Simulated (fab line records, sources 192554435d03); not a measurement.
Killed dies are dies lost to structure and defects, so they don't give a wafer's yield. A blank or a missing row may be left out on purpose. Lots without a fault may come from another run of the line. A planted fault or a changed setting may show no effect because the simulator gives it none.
A struck lot beside a sound one | flow n5_finfet | 13 steps out of a route of 1938
Sound: wafers L751.1, L751.3, L751.6. Struck: wafers L742.1, L742.4, L742.6. The cause comes at the end.
At each step with rows: each side's tool, then ch and its chambers, then its first start. Under that, the readings that differ: sound wafers | struck wafers | difference of the means | sigmas: that difference in standard deviations of wafers without a fault.
alike: readings whose means differ by less than 2 such deviations, and words and numbers that are the same on both sides. not compared: withheld readings, readings that some wafer has no value for, bounds like >300 that may hide the same value, and numbers for which the record gives no deviation and whose values overlap.
The two part at a step that has a row with sigmas, a row that says differs or no value, or rows on one side only. Numbers that don't overlap but have no deviation are shown without sigmas and don't part them. A reading that every wafer of one side lacks parts them only if that side has two wafers or more.

N5_GATE_CUT_CMP_43: polishes SiO2.
  sound on cmp-04 ch 1,2,3, day 9 17:44; struck on cmp-02 ch 0,1,3, day 7 10:11
  alike: motor_current_A, slurry_filter_dp_kPa
N5_GATE_CUT_CMP_61: polishes, stops on SiNx, t overpolish 3 s.
  sound on cmp-04 ch 1,2,3, day 9 18:13; struck on cmp-02 ch 0,1,3, day 7 10:40
  alike: motor_current_A, slurry_filter_dp_kPa
N5_GATE_CUT_INSPECT_26: inspects for defects (darkfield).
  sound on defect_inspect-02, day 9 18:26; struck on defect_inspect-01, day 7 10:54
  alike: raw_defect_count
then, 8 steps without rows for these wafers: N5_MOL_CONTACT_COAG_COAT_103 (time 60 s, resist thk 80 nm); N5_MOL_CONTACT_COAG_COAT_104 (time 60 s, resist thk 12 nm); N5_MOL_CONTACT_COAG_COAT_58 (time 60 s, resist thk 10 nm); N5_MOL_CONTACT_COAG_COAT_02 (resist thk 30 nm); N5_MOL_CONTACT_COAG_EBR_04; N5_MOL_CONTACT_COAG_SOFTBAKE_03 (time 60 s); N5_MOL_CONTACT_COAG_EXPOSE_05 (exposes mask CA, defocus 0 nm); N5_MOL_CONTACT_COAG_PEB_06 (peb time 60 s).
N5_MOL_CONTACT_COAG_DEVELOP_07: develop time 30 s.
  sound on litho_track-03 ch 0, day 9 18:48; struck on litho_track-03, day 7 11:16
  no value came back on the struck wafers for chill_plate_temp_C (C), develop_time_s (s), exhaust_pa (Pa); on the sound wafers chill_plate_temp_C (C) reads 23.07 23.08 23.00
  reading                                               | sound          | struck       | difference | sigmas
  model.CAR-EUV_of_MOL_CONTACT_COAG_COAT_02.thk_nm (nm) | 29.6 29.6 29.6 | 30.2 30 30.2 | +0.5       |
N5_MOL_CONTACT_COAG_CD_MEAS_08: target cd 28 nm.
  sound on cd_sem-01 ch 0, day 9 18:52; struck on cd_sem-01 ch 0, day 7 11:19
  reading    | sound             | struck | difference                    | sigmas
  cd_nm (nm) | 27.84 28.44 28.25 | - - -  | no value on the struck wafers |

WHERE THEY PART
First at N5_MOL_CONTACT_COAG_DEVELOP_07; last, within this record, at N5_MOL_CONTACT_COAG_CD_MEAS_08.

WHY: what the simulator had put in
Skipped step whole: litho_track-03, from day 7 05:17 on, at N5_MOL_CONTACT_COAG_DEVELOP_07. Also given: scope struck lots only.
